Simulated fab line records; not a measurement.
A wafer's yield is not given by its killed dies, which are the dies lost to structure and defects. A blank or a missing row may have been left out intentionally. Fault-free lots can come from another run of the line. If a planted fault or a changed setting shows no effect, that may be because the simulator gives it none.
A struck lot beside a sound one + flow n5Finfet + 16 out of 1938 route steps
Sound: these wafers, L802.1, L802.4, L802.6. Struck: wafer L790.1 (L790.2, L790.6, from the same lot, were not struck and are left out); the cause is given at the end.
Each step with rows lists, per side, the tool, then ch with its chambers, then its first start. Under that, the readings that differ: sound wafers + struck wafers + difference of the means + sigmas: that difference in standard deviations of wafers without a fault.
alike: same words and numbers on both sides, and readings whose means sit less than 2 such deviations apart. not compared: any withheld reading, any reading some wafer has no value for, any bound like >300 that may hide the same value, and any number with overlapping values for which the record gives no deviation.
The two part at a step that has a row with sigmas, a row that says differs or no value, or rows on one side only. Numbers that have no deviation but don't overlap get no sigmas and don't part them. A reading missing from all wafers of one side parts the sides only when that side holds two or more wafers.

first, 4 steps without rows for these wafers: N5_BEOL_M7_HM_STRIP_39 (strips TiN in peroxide tin strip, target depth 25 nm, time 158 s); N5_BEOL_M7_SRD_40 (time 30 s); N5_BEOL_M7_PRECLEAN_42 (cleans in residue remover, time 60 s); N5_BEOL_M7_SRD_43 (time 30 s).
N5_BEOL_M7_CD_MEAS_35 targets a cd of 40 nm.
  sound on cdSem-01, day 12 16:10; struck on cdSem-03, day 9 18:49
  alike: cdNm
N5_BEOL_M7_CURE_75: cures SiCOH lowk, time 120 s.
  sound on uvCure-01 ch 2, day 12 16:13; struck on uvCure-01 ch 1, day 9 18:52
  alike: lampPowerPct, wafer_temp_C_max
N5_BEOL_M7_DEGAS_44: time 60 s.
  sound on pvdSputter-03, day 12 16:38; struck on pvdSputter-02, day 9 19:19
| reading          | sound       | struck | difference | sigmas |
|------------------|-------------|--------|------------|--------|
| heaterPowerW (W) | 325 342 333 | 238    | -95        | -3     |
N5_BEOL_M7_PRE_CLEAN_45: time 30 s.
  sound on pvdSputter-03, day 12 16:41; struck on pvdSputter-02, day 9 19:22
| reading          | sound       | struck | difference | sigmas |
|------------------|-------------|--------|------------|--------|
| heaterPowerW (W) | 330 340 329 | 237    | -96        | -3     |
N5_BEOL_M7_ALD_77: deposits TaN, target thk 2 nm, pulse time 2 s, purge time 3 s.
  sound on aldMetal-04 ch 0,1, day 12 16:44; struck on aldMetal-01 ch 3, day 9 19:25
  alike: heaterPowerW, mfcCarrierSccm
then, 3 steps without rows for these wafers: N5_BEOL_M7_SURFACE_TREAT_79; N5_BEOL_M7_CVD_78 (deposits Co from CCTBA/H2, target thk 2 nm, time 142.3 s); N5_BEOL_M7_SPUTTER_48 (material Cu, target thk 10 nm, time 1.667 s).
N5_BEOL_M7_ECD_50: material Cu, target thk 300 nm.
  sound on ecdCu-01 ch 0,1, day 12 17:29; struck on ecdCu-01 ch 0, day 9 20:04
| reading                               | sound         | struck | difference | sigmas |
|---------------------------------------|---------------|--------|------------|--------|
| model.Cu_of_BEOL_M7_ECD_50.thkNm (nm) | 301 304.4 297 | 545.2  | +244.4     |        |
N5_BEOL_M7_ANNEAL_51: time 90 s.
  sound on rtpAnneal-01 ch 0, day 12 18:27; struck on rtpAnneal-01 ch 0, day 9 20:10
  alike: wafer_temp_C_max
N5_BEOL_M7_CMP_52: polishes, stops on SiCOH lowk, t overpolish 6.9 s, target thk 80 nm.
  sound on cmp-02 ch 0,1, day 12 19:01; struck on cmp-02 ch 2, day 9 20:30
| reading             | sound          | struck | difference | sigmas |
|---------------------|----------------|--------|------------|--------|
| motorCurrentA (A)   | 6.5 6.2 6.3    | 5.3    | -1.0       | -2     |
| timeToEndpointS (s) | 64.5 62.1 60.6 | 119.2  | +56.8      | +24    |
N5_BEOL_M7_THK_MEAS_53: measures by xrf.
  sound on filmMetro-02, day 12 19:19; struck on filmMetro-01, day 9 20:46
  alike: M7_THK

## WHERE THEY PART
At N5_BEOL_M7_DEGAS_44 first; at N5_BEOL_M7_CMP_52 last (within this record only). Later steps at which nothing parts them and some readings are alike: N5_BEOL_M7_THK_MEAS_53.

WHY: what had been put in by the simulator
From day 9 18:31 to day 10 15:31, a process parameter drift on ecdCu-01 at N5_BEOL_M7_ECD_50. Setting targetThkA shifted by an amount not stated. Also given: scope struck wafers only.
